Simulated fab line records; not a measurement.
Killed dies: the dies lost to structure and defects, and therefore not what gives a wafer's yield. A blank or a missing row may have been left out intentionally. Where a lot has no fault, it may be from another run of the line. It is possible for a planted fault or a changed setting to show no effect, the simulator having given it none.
Matching of chambers    flow nand-harc    NHARC_A_STAIRCASE_TRIM_12 on rie-diel-04 has 4 sister chambers
The step chemistry O2, time 211.2 s. 4 wafers are shown with their chamber, then 7 later ones without.

EACH WAFER AND ITS CHAMBER
wafer   chamber  showerhead-plenum-p-Torr (Torr)
L083.3  1        3.49
L089.2  3        3.33
L094.1  0        3.52
L094.2  2        3.34

WAFERS MISSING THEIR CHAMBER
wafer   showerhead-plenum-p-Torr (Torr)
L094.5  3.52
L097.1  3.32
L097.3  3.34
L097.6  3.34
L096.3  3.47
L096.5  3.32
L096.6  3.34

EACH ONE'S CHAMBER
wafer   from the rows above      in truth
L094.5  0                        0
L097.1  can't be placed: 3 or 2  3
L097.3  can't be placed: 2 or 3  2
L097.6  can't be placed: 2 or 3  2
L096.3  1                        1
L096.5  can't be placed: 3 or 2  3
L096.6  can't be placed: 2 or 3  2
2 of 7 placed correctly. These rows do not allow placing 5 (true chamber among the candidates in 5). Wrongly placed: 0.
How it was worked out, from the rows above alone: a wafer's distance from a chamber is the root of the sum, over the readings, of the square of ((its reading less the chamber's mean) divided by the reading's scatter). The wafer belongs to the nearest chamber; if the next one is less than 2 further off, it can't be placed. The mean given for a chamber averages the wafers shown for that chamber. The scatter: root of mean squared gap, hidden wafer to nearest shown wafer, with one shown wafer a chamber.
